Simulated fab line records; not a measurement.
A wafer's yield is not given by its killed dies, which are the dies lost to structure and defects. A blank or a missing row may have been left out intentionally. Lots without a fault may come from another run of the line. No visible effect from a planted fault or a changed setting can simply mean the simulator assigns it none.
fab line records	flow n5_finfet	part 1 of 2: steps 1 to 21 of 28
record lots=5	wafers=15	last_day=19
route steps=1938 shown BEOL_M9@1419
lots that met no fault: taken from a fault-free run of the same line
start_h: hours from the record's first day to the start of the lot's first wafer shown	wait_h: hours since the lot's step before	" as in the row above	L1.1+2: a single row standing in for several wafers	- value missing, or start not given	* or withheld: withheld	< > ~ a bound
route shown NAME@n: NAME is a module with steps in the file, n the number in the route of the first one	usual: mean and standard deviation over wafers with no fault	same: alike in all rows	chamber/n: place in a boat	sites: the reading at each site	_std_site: how widely they spread, as a standard deviation	_edge_site: inner sites' mean taken away from outer sites' mean	radius_mm: how far each site lies from the wafer's centre	mask NAME#n: copy n	behind: the tool/chamber that last shaped the wafer	hold: why the lot was held/for how many hours/how that ended	device: whichever transistor did not switch (one of n, p or np)	end of line: tests of these same wafers at the route's end	a step given without rows: its recipe and nothing more	killed: dies lost to structure and defects at the first sort, not the wafer's yield	map: a wafer's dies, marking killed ones x, the rest . and places with no die _
set.NAME: the setting that was run; set.NAME@STEP: the one run at that earlier step	model.NAME: the simulator's own value behind a step, which no gauge read
lots seen at some steps along the route; tables by step, rows by wafer
services: the hour from which a tool's chamber was out of use, counted from the record's first day as start_h (under 0 if before that day), plus the number of hours and why
## steps
# step N5_BEOL_M9_ETCH_62
# recipe chemistry=N2/H2	target=SOC	target_depth_a=1100	overetch_a=220	mask_material=SiARC	temp_c=40	time_s=165	ion_energy_ev=200	pressure_mtorr=30	source_w=840	bias_w=150	n2_flow_sccm=200	h2_flow_sccm=200
# usual drypump_motor_current_A=5.8/0.48	h2_flow_sccm=200.0/0.64	n2_flow_sccm=200.0/0.65	oes_product_au=0.68/0.067	rf_vpp_V=523.9/2.6	showerhead_plenum_p_Torr=2.54/0.096	throttle_valve_pct=17.90/0.29
lot.wafer	tool	chamber	start_h	wait_h	drypump_motor_current_A	h2_flow_sccm	n2_flow_sccm	oes_product_au	rf_hours_counter_h	rf_vpp_V	showerhead_plenum_p_Torr	throttle_valve_pct
L074.2	rie_diel-05	3	250.83	0.0	5.2	199.5	200.0	0.60	225	521.9	2.52	17.68
L074.4	"	1	"	"	5.6	198.7	199.3	0.58	245	525.2	2.62	18.07
L074.5	"	3	"	"	5.2	200.4	199.6	0.60	-	522.6	2.52	17.68
L076.2	rie_diel-05	0	265.35	0.0	5.8	201.1	199.5	0.78	20	523.2	2.48	17.74
L076.3	"	3	"	"	5.2	200.5	199.5	0.59	229	522.8	2.51	17.68
L076.6	"	0	"	"	5.8	201.1	199.0	0.78	-	523.4	2.48	17.72
L090.1	rie_diel-02	3	357.15	0.0	5.3	199.3	200.9	0.69	93	524.3	2.57	18.22
L090.2	"	0	"	"	6.2	200.5	199.4	0.73	36	523.2	2.60	17.38
L090.6	"	2	"	"	5.3	199.8	199.7	0.64	-	520.2	2.42	17.91
L089.1	rie_diel-05	2	357.40	0.0	6.0	200.2	199.5	0.61	195	526.6	2.64	18.39
L089.4	"	3	"	"	5.1	199.8	200.1	0.82	4	522.1	2.50	17.33
L089.5	"	1	"	"	5.7	200.0	200.4	0.78	-	525.2	2.60	17.70
L096.1	rie_diel-06	1	391.68	0.0	6.5	200.9	200.1	0.60	238	522.6	2.49	18.22
L096.3	"	0	"	"	5.2	199.4	199.2	0.61	194	518.7	2.32	18.15
L096.6	"	2	"	"	6.1	200.9	200.3	0.70	-	523.9	2.57	17.99
# step N5_BEOL_M9_STRIP_68
# recipe chemistry=N2/H2	temp_c=40	n2_flow_sccm=200	h2_flow_sccm=200	rf_frequency_hz=6e+07
lot.wafer	tool	chamber	start_h	wait_h
L074.2+4+5	rie_diel-05	3,1,3	250.97	0.1
L076.2+3+6	rie_diel-05	0,3,0	265.48	0.1
L090.1+2+6	rie_diel-02	3,0,2	357.29	0.1
L089.1+4+5	rie_diel-05	2,3,1	357.53	0.1
L096.1+3+6	rie_diel-06	1,0,2	391.82	0.1
# step N5_BEOL_M9_STRIP_67
# recipe chemistry=CF4	resist=SiARC	power_w=300	bias_power_w=75	pressure_mtorr=50	cf4_flow_sccm=150	rf_frequency_hz=6e+07
# usual drypump_motor_current_A=5.8/0.49	oes_product_au=0.81/0.08	rf_vpp_V=271.1/1.6	showerhead_plenum_p_Torr=1.79/0.06	throttle_valve_pct=13.6/0.32
lot.wafer	tool	chamber	start_h	wait_h	drypump_motor_current_A	oes_product_au	rf_hours_counter_h	rf_vpp_V	showerhead_plenum_p_Torr	throttle_valve_pct
L074.2	rie_diel-05	3	250.98	0.0	5.2	0.70	225	272.8	1.76	13.4
L074.4	"	1	"	"	5.6	0.68	245	272.1	1.83	13.7
L074.5	"	3	"	"	5.1	0.70	-	268.9	1.76	13.4
L076.2	rie_diel-05	0	265.49	0.0	5.8	0.92	20	268.8	1.76	13.4
L076.3	"	3	"	"	5.2	0.71	229	270.2	1.76	13.4
L076.6	"	0	"	"	5.8	0.93	-	270.6	1.76	13.4
L090.1	rie_diel-02	3	357.30	0.0	5.2	0.83	93	271.5	1.81	13.8
L090.2	"	0	"	"	6.1	0.86	36	272.4	1.83	13.0
L090.6	"	2	"	"	5.3	0.75	-	269.9	1.71	13.7
L089.1	rie_diel-05	2	357.54	0.0	6.0	0.72	195	271.5	1.84	14.0
L089.4	"	3	"	"	5.2	0.98	4	270.9	1.75	12.9
L089.5	"	1	"	"	5.7	0.92	-	272.3	1.82	13.2
L096.1	rie_diel-06	1	391.83	0.0	6.5	0.71	238	270.2	1.75	14.1
L096.3	"	0	"	"	5.2	0.72	194	267.5	1.64	14.0
L096.6	"	2	"	"	6.1	0.83	-	272.3	1.82	13.7
# step N5_BEOL_M9_HM_OPEN_17
# recipe chemistry=Cl2/BCl3	target_depth_a=200	overetch_a=60	target=TiN	mask_material=SOC	ion_energy_ev=150	pressure_mtorr=10	icp_w=1000	bias_w=126	Cl2_flow_sccm=53.25	bcl3_flow_sccm=21.75	Ar_flow_sccm=25
# usual bcl3_flow_sccm=21.75/0.06	drypump_motor_current_A=5.3/0.38	oes_product_au=0.71/0.042	throttle_valve_pct=22.17/0.25
lot.wafer	tool	chamber	start_h	wait_h	bcl3_flow_sccm	drypump_motor_current_A	oes_product_au	rf_hours_counter_h	throttle_valve_pct
L074.2	rie_metal-02	0	251.02	0.0	21.69	5.9	0.68	36	21.65
L074.4	"	1	"	"	21.77	5.1	0.74	-	22.14
L074.5	"	1	"	"	21.79	5.1	0.74	-	22.15
L076.2	rie_metal-01	1	265.53	0.0	21.83	5.5	0.77	4	22.49
L076.3	"	0	"	"	21.76	4.8	0.80	-	22.25
L076.6	"	0	"	"	21.76	4.8	0.80	-	22.23
L090.1	rie_metal-03	1	357.35	0.0	21.75	5.4	0.64	47	22.22
L090.2	"	0	"	"	21.77	5.0	0.69	29	21.96
L090.6	"	0	"	"	21.72	5.0	0.69	-	21.95
L089.1	rie_metal-01	0	357.58	0.0	21.76	4.8	0.75	9	22.28
L089.4	"	0	"	"	21.83	4.8	0.76	-	22.26
L089.5	"	1	"	"	21.71	5.6	0.75	-	22.48
L096.1	rie_metal-01	0	391.87	0.0	21.68	4.8	0.74	12	22.27
L096.3	"	0	"	"	21.73	4.8	0.73	-	22.29
L096.6	"	0	"	"	21.77	4.8	0.75	-	22.26
# step N5_BEOL_M9_STRIP_19
# recipe chemistry=O2	power_w=400	temp_c=40	pressure_mtorr=30	rf_frequency_hz=6e+07	bias_power_w=0	overash_fraction=0.2	o2_flow_sccm=225
# usual drypump_motor_current_A=5.8/0.48	oes_product_au=0.82/0.084	rf_vpp_V=3.7/0.63	showerhead_plenum_p_Torr=2.09/0.082	throttle_valve_pct=16.7/0.35
lot.wafer	tool	chamber	start_h	wait_h	drypump_motor_current_A	oes_product_au	rf_hours_counter_h	rf_vpp_V	showerhead_plenum_p_Torr	throttle_valve_pct
L074.2	rie_diel-06	3	251.13	0.1	6.0	0.69	221	4.5	1.98	16.9
L074.4	"	1	"	"	6.5	0.73	194	4.1	2.08	17.1
L074.5	"	1	"	"	6.5	0.73	-	2.6	2.08	17.1
L076.2	rie_diel-05	0	265.77	0.2	5.8	0.92	20	5.1	2.05	16.5
L076.3	"	3	"	"	5.2	0.69	230	4.4	2.08	16.6
L076.6	"	2	"	"	6.0	0.74	-	3.3	2.17	17.1
L090.1	rie_diel-05	0	357.60	0.2	5.8	0.86	51	2.7	2.04	16.5
L090.2	"	1	"	"	5.7	0.93	24	3.9	2.14	16.4
L090.6	"	3	"	"	5.2	0.98	-	3.5	2.07	16.2
L089.1	rie_diel-05	1	357.70	0.1	5.6	0.93	24	3.9	2.14	16.4
L089.4	"	2	"	"	6.0	0.71	195	4.3	2.16	17.1
L089.5	"	3	"	"	5.2	0.98	-	3.8	2.07	16.2
L096.1	rie_diel-02	0	391.99	0.1	6.1	0.86	46	3.9	2.12	16.0
L096.3	"	1	"	"	6.6	0.78	89	3.2	2.21	16.6
L096.6	"	1	"	"	6.5	0.79	-	4.2	2.21	16.6
# step N5_BEOL_M9_CD_MEAS_18
# recipe pitch_nm=140	target_cd_nm=70
# usual cd_nm=70.2/0.62
lot.wafer	tool	chamber	start_h	wait_h	cd_nm
L074.2	cd_sem-01	-	251.20	0.1	70.5
L074.4	"	-	"	"	70.3
L074.5	"	-	"	"	70.8
L076.2	cd_sem-02	-	265.84	0.1	70.5
L076.3	"	-	"	"	69.9
L076.6	"	-	"	"	70.5
L090.1	cd_sem-01	-	357.67	0.0	69.2
L090.2	"	-	"	"	70.2
L090.6	"	-	"	"	69.0
L089.1	cd_sem-03	-	357.77	0.0	69.5
L089.4	"	-	"	"	68.8
L089.5	"	-	"	"	68.7
L096.1	cd_sem-02	-	392.06	0.0	70.0
L096.3	"	-	"	"	70.4
L096.6	"	-	"	"	70.6
# step N5_BEOL_M9_COAT_63
# recipe resist=SOC	temp_c=250	time_s=60	spin_rpm=1500	resist_thk_nm=60
lot.wafer	tool	chamber	start_h	wait_h
L074.2+4+5	litho_track-04	0	254.83	3.6
L076.2+3+6	litho_track-01	0	267.38	1.5
L090.1+2+6	litho_track-01	0	359.57	1.9
L089.1+4+5	litho_track-02	0	359.64	1.9
L096.1+3+6	litho_track-01	0	395.35	3.3
# step N5_BEOL_M9_COAT_64
# recipe resist=SiARC	temp_c=220	time_s=60	spin_rpm=1500	resist_thk_nm=12
lot.wafer	tool	chamber	start_h	wait_h
L074.2+4+5	litho_track-04	0	-	-
L076.2+3+6	litho_track-01	0	-	-
L090.1+2+6	litho_track-01	0	-	-
L089.1+4+5	litho_track-02	0	-	-
L096.1+3+6	litho_track-01	0	-	-
# step N5_BEOL_M9_COAT_75
# recipe resist=underlayer	temp_c=205	time_s=60	spin_rpm=1500	resist_thk_nm=5
lot.wafer	tool	chamber	start_h	wait_h
L074.2+4+5	litho_track-04	0	-	-
L076.2+3+6	litho_track-01	0	-	-
L090.1+2+6	litho_track-01	0	-	-
L089.1+4+5	litho_track-02	0	-	-
L096.1+3+6	litho_track-01	0	-	-
# step N5_BEOL_M9_COAT_22
# recipe resist=CAR-EUV	spin_rpm=1500	resist_thk_nm=30
lot.wafer	tool	chamber	start_h	wait_h
L074.2+4+5	litho_track-04	0	-	-
L076.2+3+6	litho_track-01	0	-	-
L090.1+2+6	litho_track-01	0	-	-
L089.1+4+5	litho_track-02	0	-	-
L096.1+3+6	litho_track-01	0	-	-
# step N5_BEOL_M9_EBR_24
# recipe solvent=PGMEA	ebr_width_mm=1.5
lot.wafer	tool	chamber	start_h	wait_h
L074.2+4+5	litho_track-04	0	-	-
L076.2+3+6	litho_track-01	0	-	-
L090.1+2+6	litho_track-01	0	-	-
L089.1+4+5	litho_track-02	0	-	-
L096.1+3+6	litho_track-01	0	-	-
# step N5_BEOL_M9_SOFTBAKE_23
# recipe temp_c=110	time_s=60	resist=CAR-EUV
lot.wafer	tool	chamber	start_h	wait_h
L074.2+4+5	litho_track-04	0	-	-
L076.2+3+6	litho_track-01	0	-	-
L090.1+2+6	litho_track-01	0	-	-
L089.1+4+5	litho_track-02	0	-	-
L096.1+3+6	litho_track-01	0	-	-
# step N5_BEOL_M9_EXPOSE_25
# recipe mask_id=V8	na=0.33	source_shape=annular	sigma_inner=0.4	sigma_outer=0.8	polarization=unpolarized	dose_mj=37.25
lot.wafer	tool	chamber	start_h	wait_h	mask
L074.2+4+5	euv_scanner-02	0	255.10	-	V8#0
L076.2+3+6	euv_scanner-01	0	267.68	-	V8#0
L090.1+2+6	euv_scanner-01	0	359.83	-	V8#0
L089.1+4+5	euv_scanner-02	0	359.99	-	V8#0
L096.1+3+6	euv_scanner-02	0	395.62	-	V8#0
# step N5_BEOL_M9_PEB_26
# recipe peb_temp_c=100	peb_time_s=60	resist=CAR-EUV
lot.wafer	tool	chamber	start_h	wait_h
L074.2+4+5	litho_track-02	0	255.16	0.0
L076.2+3+6	litho_track-02	0	267.73	0.0
L090.1+2+6	litho_track-04	0	359.89	0.1
L089.1+4+5	litho_track-02	0	360.06	0.1
L096.1+3+6	litho_track-04	0	395.68	0.1
# step N5_BEOL_M9_DEVELOP_27
# recipe develop_time_s=30	developer=TMAH	resist=CAR-EUV	rinse_liquid=surfactant_rinse	dry=air_spin	dev_temp_c=23
# usual developer_temp_C=22.99/0.12
lot.wafer	tool	chamber	start_h	wait_h	developer_temp_C
L074.2	litho_track-02	0	-	-	23.08
L074.4	"	0	"	"	22.90
L074.5	"	0	"	"	22.94
L076.2	litho_track-02	0	-	-	22.96
L076.3	"	0	"	"	22.90
L076.6	"	0	"	"	22.92
L090.1	litho_track-04	0	-	-	22.96
L090.2	"	0	"	"	23.02
L090.6	"	0	"	"	22.97
L089.1	litho_track-02	0	-	-	23.02
L089.4	"	0	"	"	23.06
L089.5	"	0	"	"	22.87
L096.1	litho_track-04	0	-	-	23.11
L096.3	"	0	"	"	22.96
L096.6	"	0	"	"	22.95
# step N5_BEOL_M9_CD_MEAS_28
# recipe target_cd_nm=70	landing_energy_ev=500	detector=se_inlens	polarity=opening
# usual cd_nm=70.14/0.26
lot.wafer	tool	chamber	start_h	wait_h	cd_nm
L074.2	cd_sem-01	0	255.23	-	70.49
L074.4	"	0	"	"	70.00
L074.5	"	0	"	"	70.35
L076.2	cd_sem-03	0	267.80	-	69.82
L076.3	"	0	"	"	69.84
L076.6	"	0	"	"	70.14
L090.1	cd_sem-03	0	359.96	-	69.53
L090.2	"	0	"	"	69.29
L090.6	"	0	"	"	70.03
L089.1	cd_sem-01	0	360.12	-	69.91
L089.4	"	0	"	"	70.06
L089.5	"	0	"	"	70.29
L096.1	cd_sem-03	0	395.75	-	70.32
L096.3	"	0	"	"	69.98
L096.6	"	0	"	"	70.11
# step N5_BEOL_M9_OVL_MEAS_29
# recipe points_per_wafer=522
# usual V8_OVL=-0.2/0.49
lot.wafer	tool	chamber	start_h	wait_h	V8_OVL[nm]
L074.2	overlay-01	0	255.26	0.0	0.0
L074.4	"	0	"	"	0.5
L074.5	"	0	"	"	0.1
L076.2	overlay-02	0	267.84	0.0	-0.5
L076.3	"	0	"	"	-0.5
L076.6	"	0	"	"	0.0
L090.1	overlay-01	0	359.99	0.0	-0.1
L090.2	"	0	"	"	0.1
L090.6	"	0	"	"	0.2
L089.1	overlay-02	0	360.15	0.0	-1.3
L089.4	"	0	"	"	-0.6
L089.5	"	0	"	"	-0.7
L096.1	overlay-02	0	395.78	0.0	-0.3
L096.3	"	0	"	"	-0.9
L096.6	"	0	"	"	-0.9
# step N5_BEOL_M9_INSPECT_30
# recipe mode=adi	inspect_instrument=brightfield
# usual raw_defect_count=397/93
lot.wafer	tool	chamber	start_h	wait_h	raw_defect_count
L074.2	defect_inspect-01	-	255.32	0.0	328
L074.4	"	-	"	"	195
L074.5	"	-	"	"	280
L076.2	defect_inspect-02	-	267.89	0.0	528
L076.3	"	-	"	"	661
L076.6	"	-	"	"	661
L090.1	defect_inspect-02	-	360.05	0.1	429
L090.2	"	-	"	"	310
L090.6	"	-	"	"	408
L089.1	defect_inspect-02	-	360.21	0.1	379
L089.4	"	-	"	"	352
L089.5	"	-	"	"	411
L096.1	defect_inspect-01	-	395.83	0.1	308
L096.3	"	-	"	"	359
L096.6	"	-	"	"	458
# step N5_BEOL_M9_DESCUM_33
# recipe chemistry=O2	time_s=7	source_power_w=50	bias_power_w=20	pressure_mtorr=20	rf_frequency_hz=2.712e+07	temp_c=40	resist=CAR-EUV	o2_flow_sccm=225
# usual drypump_motor_current_A=5.8/0.46	oes_product_au=0.81/0.095	rf_vpp_V=243.0/1.6	showerhead_plenum_p_Torr=2.08/0.086	throttle_valve_pct=20.5/0.32
lot.wafer	tool	chamber	start_h	wait_h	drypump_motor_current_A	oes_product_au	rf_hours_counter_h	rf_vpp_V	showerhead_plenum_p_Torr	throttle_valve_pct
L074.2	rie_diel-06	2	255.35	0.0	6.1	0.90	36	243.4	2.13	20.6
L074.4	"	3	"	"	6.0	0.69	222	240.0	1.97	20.6
L074.5	"	1	"	"	6.5	0.74	-	241.5	2.08	20.8
L076.2	rie_diel-02	1	267.93	0.0	6.5	0.85	53	244.2	2.22	20.3
L076.3	"	0	"	"	6.1	0.90	14	243.1	2.12	19.7
L076.6	"	0	"	"	6.2	0.92	-	243.7	2.12	19.7
L090.1	rie_diel-02	1	360.30	0.2	6.6	0.81	81	243.8	2.21	20.4
L090.2	"	3	"	"	5.3	0.83	94	243.2	2.10	20.7
L090.6	"	2	"	"	5.3	0.76	-	241.8	2.00	20.5
L089.1	rie_diel-05	0	360.88	0.7	5.8	0.87	52	242.4	2.03	20.4
L089.4	"	2	"	"	6.0	0.71	196	245.4	2.16	20.9
L089.5	"	3	"	"	5.2	0.97	-	244.7	2.07	20.0
L096.1	rie_diel-06	0	396.32	0.5	5.3	0.71	196	240.6	1.90	20.8
L096.3	"	2	"	"	6.1	0.83	80	243.1	2.12	20.7
L096.6	"	3	"	"	6.0	0.96	-	246.0	2.23	20.4
# step N5_BEOL_M9_ETCH_76
# recipe chemistry=N2/H2	target=underlayer	target_depth_a=65	mask_material=CAR-EUV	time_s=5.2	ion_energy_ev=200	pressure_mtorr=30	source_w=840	bias_w=150	n2_flow_sccm=200	h2_flow_sccm=200	ends=cleared
# usual drypump_motor_current_A=5.8/0.46	etch_rf_on_time_s=5.15/0.1	h2_flow_sccm=200.0/0.65	n2_flow_sccm=200.0/0.62	oes_product_au=0.69/0.077	rf_vpp_V=524/3.3	showerhead_plenum_p_Torr=2.54/0.11	throttle_valve_pct=17.97/0.29
lot.wafer	tool	chamber	start_h	wait_h	drypump_motor_current_A	etch_rf_on_time_s	h2_flow_sccm	n2_flow_sccm	oes_product_au	rf_hours_counter_h	rf_vpp_V	showerhead_plenum_p_Torr	throttle_valve_pct
L074.2	rie_diel-06	2	255.38	0.0	6.1	5.32	199.8	200.4	0.75	36	528	2.59	17.92
L074.4	"	3	"	"	6.0	5.31	200.1	201.4	0.59	222	523	2.39	18.09
L074.5	"	1	"	"	6.5	5.14	200.4	200.5	0.63	-	524	2.51	18.18
L076.2	rie_diel-02	1	267.96	0.0	6.5	5.15	199.7	199.9	0.74	53	532	2.70	17.85
L076.3	"	0	"	"	6.1	4.98	200.6	199.7	0.78	14	528	2.61	17.39
L076.6	"	0	"	"	6.1	5.01	200.3	200.2	0.80	-	527	2.61	17.38
L090.1	rie_diel-02	1	360.33	0.0	6.6	5.27	200.0	200.5	0.69	81	529	2.69	17.88
L090.2	"	3	"	"	5.3	5.15	199.7	199.3	0.72	94	523	2.56	18.27
L090.6	"	2	"	"	5.3	5.10	199.5	200.4	0.63	-	522	2.42	17.91
L089.1	rie_diel-05	0	360.91	0.0	5.8	5.16	199.1	200.6	0.74	52	524	2.46	17.81
L089.4	"	2	"	"	6.0	5.08	199.7	199.5	0.61	196	529	2.64	18.43
L089.5	"	3	"	"	5.2	5.09	200.1	198.9	0.82	-	523	2.50	17.36
L096.1	rie_diel-06	0	396.35	0.0	5.3	5.04	201.1	200.6	0.61	196	517	2.32	18.19
L096.3	"	2	"	"	6.1	5.31	200.6	199.6	0.71	80	526	2.57	17.98
L096.6	"	3	"	"	6.0	5.11	199.9	199.8	0.81	-	529	2.70	17.78
# step N5_BEOL_M9_ETCH_65
# recipe chemistry=CF4	target=SiARC	target_depth_a=156	mask_material=CAR-EUV	time_s=26	ion_energy_ev=80	pressure_mtorr=40	source_w=545	bias_w=36	Ar_flow_sccm=100	cf4_flow_sccm=100	ends=cleared
# usual drypump_motor_current_A=5.8/0.46	etch_rf_on_time_s=25.9/0.49	oes_product_au=0.69/0.077	rf_vpp_V=184.0/1.3	showerhead_plenum_p_Torr=2.13/0.084	throttle_valve_pct=15.7/0.33
lot.wafer	tool	chamber	start_h	wait_h	drypump_motor_current_A	etch_rf_on_time_s	oes_product_au	rf_hours_counter_h	rf_vpp_V	showerhead_plenum_p_Torr	throttle_valve_pct
L074.2	rie_diel-06	2	255.40	0.0	6.1	26.4	0.76	36	182.8	2.18	15.7
L074.4	"	3	"	"	6.0	26.6	0.59	222	182.8	2.04	16.0
L074.5	"	1	"	"	6.5	25.2	0.64	-	184.1	2.11	16.0
L076.2	rie_diel-02	1	267.98	0.0	6.5	25.9	0.73	53	186.1	2.25	15.4
L076.3	"	0	"	"	6.2	25.1	0.79	14	184.0	2.20	15.0
L076.6	"	0	"	"	6.2	25.0	0.79	-	185.9	2.20	15.0
L090.1	rie_diel-02	1	360.35	0.0	6.6	26.1	0.69	81	185.8	2.24	15.4
L090.2	"	3	"	"	5.2	25.6	0.71	94	185.1	2.16	15.9
L090.6	"	2	"	"	5.3	25.6	0.64	-	184.6	2.05	15.7
L089.1	rie_diel-05	0	360.93	0.0	5.8	25.8	0.74	52	183.7	2.10	15.5
L089.4	"	2	"	"	6.0	25.2	0.62	196	184.1	2.21	16.1
L089.5	"	3	"	"	5.1	25.6	0.83	-	182.1	2.10	15.0
L096.1	rie_diel-06	0	396.37	0.0	5.2	25.5	0.62	196	182.1	1.96	16.0
L096.3	"	2	"	"	6.1	26.5	0.70	80	183.8	2.16	15.8
L096.6	"	3	"	"	6.0	25.8	0.82	-	184.9	2.29	15.6
